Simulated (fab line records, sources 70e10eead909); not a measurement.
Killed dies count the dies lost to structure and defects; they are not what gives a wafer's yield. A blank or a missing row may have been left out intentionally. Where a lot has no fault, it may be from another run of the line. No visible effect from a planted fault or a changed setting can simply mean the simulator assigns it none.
Which tool did it? / flow nand_harc / Sampling: 12 lots, 36 wafers, 5 of 1302 route steps

WHAT THE GAUGES SHOWED, per wafer
NHARC_A_CONTACT_INSPECT_71.
lot=L075; measured=day 22 13:13; on=defect_inspect-01; raw_defect_count=169 146 160
lot=L077; measured=day 23 05:19; on=defect_inspect-02; raw_defect_count=99 112 96
lot=L079; measured=day 24 16:19; on=defect_inspect-02; raw_defect_count=97 86 102
lot=L081; measured=day 25 08:12; on=defect_inspect-02; raw_defect_count=65 63 75
lot=L083; measured=day 26 03:01; on=defect_inspect-02; raw_defect_count=140 142 138
lot=L085; measured=day 26 09:31; on=defect_inspect-02; raw_defect_count=100 87 96
lot=L087; measured=day 27 05:41; on=defect_inspect-01; raw_defect_count=99 101 71
lot=L089; measured=day 28 01:32; on=defect_inspect-01; raw_defect_count=100 94 96
lot=L091; measured=day 29 20:01; on=defect_inspect-02; raw_defect_count=117 117 113
lot=L093; measured=day 30 03:29; on=defect_inspect-01; raw_defect_count=35 35 31
lot=L095; measured=day 30 23:14; on=defect_inspect-02; raw_defect_count=13 21 18
lot=L096; measured=day 31 15:37; on=defect_inspect-01; raw_defect_count=58 52 52

WHAT TOOL EACH LOT RAN ON (gives the tool, then ch and the chambers of the sampled wafers, and finally the start)
lot=L075; NHARC_A_CONTACT_ETCH_111=har_cap_etch-02 ch 0,1, day 22 05:01; NHARC_A_CONTACT_ETCH_114=har_cap_etch-02 ch 0,1, day 22 05:33; NHARC_A_CONTACT_ETCH_96=rie_diel-08 ch 0,1, day 22 12:30 or earlier; NHARC_A_CONTACT_DEP_58=pecvd-02 ch 1,2, day 22 12:30
lot=L077; NHARC_A_CONTACT_ETCH_111=har_cap_etch-03 ch 0,1, day 22 17:41; NHARC_A_CONTACT_ETCH_114=har_cap_etch-03 ch 0,1, day 22 18:14; NHARC_A_CONTACT_ETCH_96=rie_diel-04 ch 0,1, day 23 04:39 or earlier; NHARC_A_CONTACT_DEP_58=pecvd-03 ch 1,2, day 23 04:39
lot=L079; NHARC_A_CONTACT_ETCH_111=har_cap_etch-01 ch 0,1, day 24 02:56; NHARC_A_CONTACT_ETCH_114=har_cap_etch-01 ch 0,1, day 24 03:27; NHARC_A_CONTACT_ETCH_96=rie_diel-04 ch 1,2,3, day 24 06:16; NHARC_A_CONTACT_DEP_58=pecvd-03 ch 0,2, day 24 15:31
lot=L081; NHARC_A_CONTACT_ETCH_111=har_cap_etch-03 ch 1, day 24 21:27; NHARC_A_CONTACT_ETCH_114=har_cap_etch-03 ch 1, day 24 22:04; NHARC_A_CONTACT_ETCH_96=rie_diel-08 ch 0,2, day 25 07:21 or earlier; NHARC_A_CONTACT_DEP_58=pecvd-02 ch 0,2, day 25 07:21
lot=L083; NHARC_A_CONTACT_ETCH_111=har_cap_etch-02 ch 0,1, day 25 14:56; NHARC_A_CONTACT_ETCH_114=har_cap_etch-02 ch 0,1, day 25 15:29; NHARC_A_CONTACT_ETCH_96=rie_diel-08 ch 1,2, day 26 02:13 or earlier; NHARC_A_CONTACT_DEP_58=pecvd-02 ch 0,2, day 26 02:13
lot=L085; NHARC_A_CONTACT_ETCH_111=har_cap_etch-03 ch 0,1, day 25 23:59; NHARC_A_CONTACT_ETCH_114=har_cap_etch-03 ch 0,1, day 26 00:31; NHARC_A_CONTACT_ETCH_96=rie_diel-04 ch 0,1, day 26 03:13; NHARC_A_CONTACT_DEP_58=pecvd-01 ch 0,2, day 26 08:43
lot=L087; NHARC_A_CONTACT_ETCH_111=har_cap_etch-02 ch 0,1, day 26 21:15; NHARC_A_CONTACT_ETCH_114=har_cap_etch-02 ch 0,1, day 26 21:47; NHARC_A_CONTACT_ETCH_96=rie_diel-08 ch 0,1,3, day 27 04:53 or earlier; NHARC_A_CONTACT_DEP_58=pecvd-02 ch 0,1,2, day 27 04:53
lot=L089; NHARC_A_CONTACT_ETCH_111=har_cap_etch-01 ch 0,1, day 27 17:13; NHARC_A_CONTACT_ETCH_114=har_cap_etch-01 ch 0,1, day 27 17:46; NHARC_A_CONTACT_ETCH_96=rie_diel-07 ch 0,2,3, day 28 00:42 or earlier; NHARC_A_CONTACT_DEP_58=pecvd-01 ch 1,2, day 28 00:42
lot=L091; NHARC_A_CONTACT_ETCH_111=har_cap_etch-01 ch 0,1, day 29 09:00; NHARC_A_CONTACT_ETCH_114=har_cap_etch-01 ch 0,1, day 29 09:32; NHARC_A_CONTACT_ETCH_96=rie_diel-08 ch 1,2,3, day 29 19:13 or earlier; NHARC_A_CONTACT_DEP_58=pecvd-01 ch 1,2, day 29 19:13
lot=L093; NHARC_A_CONTACT_ETCH_111=har_cap_etch-02 ch 0,1, day 29 19:13; NHARC_A_CONTACT_ETCH_114=har_cap_etch-02 ch 0,1, day 29 19:46; NHARC_A_CONTACT_ETCH_96=rie_diel-07 ch 1,2,3, day 30 02:41 or earlier; NHARC_A_CONTACT_DEP_58=pecvd-01 ch 0,2, day 30 02:41
lot=L095; NHARC_A_CONTACT_ETCH_111=har_cap_etch-01 ch 1, day 30 14:58; NHARC_A_CONTACT_ETCH_114=har_cap_etch-01 ch 1, day 30 15:30; NHARC_A_CONTACT_ETCH_96=rie_diel-08 ch 0,1,2, day 30 22:25 or earlier; NHARC_A_CONTACT_DEP_58=pecvd-01 ch 0,1,2, day 30 22:25
lot=L096; NHARC_A_CONTACT_ETCH_111=har_cap_etch-01 ch 0,1, day 31 06:36; NHARC_A_CONTACT_ETCH_114=har_cap_etch-01 ch 0,1, day 31 07:08; NHARC_A_CONTACT_ETCH_96=rie_diel-07 ch 0,1,2, day 31 14:46 or earlier; NHARC_A_CONTACT_DEP_58=pecvd-02 ch 0,1,2, day 31 14:46
- NHARC_A_CONTACT_ETCH_111: etches the open film in C4F8/O2/Ar, time 140 s, target depth 700 nm.
- NHARC_A_CONTACT_ETCH_114: etches the open film in C4F8/O2/Ar, time 190 s, target depth 1850 nm.
- NHARC_A_CONTACT_ETCH_96: etches the open film in C4F6/O2, target depth 20 nm, time 10 s.
- NHARC_A_CONTACT_DEP_58: deposits SiON, target thk 90 nm.

THE ANSWER, worked out from the rows above alone
Rule: usual is defined by the lots themselves. Put in order of their means at a reading, lots are off if they are a third of the lots or fewer, leave a main group of 4 or more, and stand apart from it by a gap of 3 or more times the standard deviation of the main group's means; of several such gaps the widest counts. The tables above print the reading to a certain number of digits; a main group whose means all agree to those digits is not used. Also off: a lot with no number at a reading for which 4 or more lots have one. Any other lot the step has rows for is counted as sound.
No lot is off at any reading shown: from this, nothing can be told.

WHAT THE SIMULATOR HAD PUT IN
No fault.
